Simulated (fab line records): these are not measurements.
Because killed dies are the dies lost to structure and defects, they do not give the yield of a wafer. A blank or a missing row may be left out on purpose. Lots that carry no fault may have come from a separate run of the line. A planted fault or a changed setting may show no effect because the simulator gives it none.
Chamber matching ; flow n5 finfet ; pecvd-03 running N5_BEOL_M6_DEP_56: 3 sister chambers
The step deposits SiCN from 3MS/NH3, target thk 10 nm, time 17.5 s. 6 wafers are shown with their chamber, then 8 later ones without.

## WAFERS WITH THEIR CHAMBER
wafer;chamber;throttle valve pct (%);showerhead plenum p Torr (Torr)
L080.1;1;9.2;3.646
L080.4;2;8.0;3.644
L086.3;0;8.9;3.676
L086.4;2;7.8;3.653
L086.6;0;8.6;3.678
L087.2;1;9.6;3.656

## WAFERS MISSING THEIR CHAMBER
wafer;throttle valve pct (%);showerhead plenum p Torr (Torr)
L087.4;8.7;3.666
L087.6;9.5;3.659
L090.2;9.3;3.652
L090.3;9.0;3.668
L090.5;9.6;3.654
L096.3;8.1;3.661
L096.5;8.4;3.671
L096.6;9.5;3.658

## WHICH CHAMBER EACH ONE RAN IN
wafer;from the rows above;in truth
L087.4;0;0
L087.6;1;1
L090.2;1;1
L090.3;can't be placed: 0 or 1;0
L090.5;1;1
L096.3;can't be placed: 2 or 0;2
L096.5;0;0
L096.6;1;1
Correctly placed: 6 of 8. Cannot be placed on the basis of these rows: 2; the candidates contain the true chamber in 2. Wrongly placed: 0.
How it was worked out, from the rows above alone: a wafer's distance from a chamber is the root of the sum, over the readings, of the square of ((its reading less the chamber's mean) divided by the reading's scatter). The wafer belongs to the nearest chamber; if the next one is less than 2 further off, it can't be placed. Each chamber's mean is taken over the wafers shown for it. The scatter: the root of (the sum of the squares of (reading less its chamber's mean) over the shown wafers, divided by (wafers less chambers)).
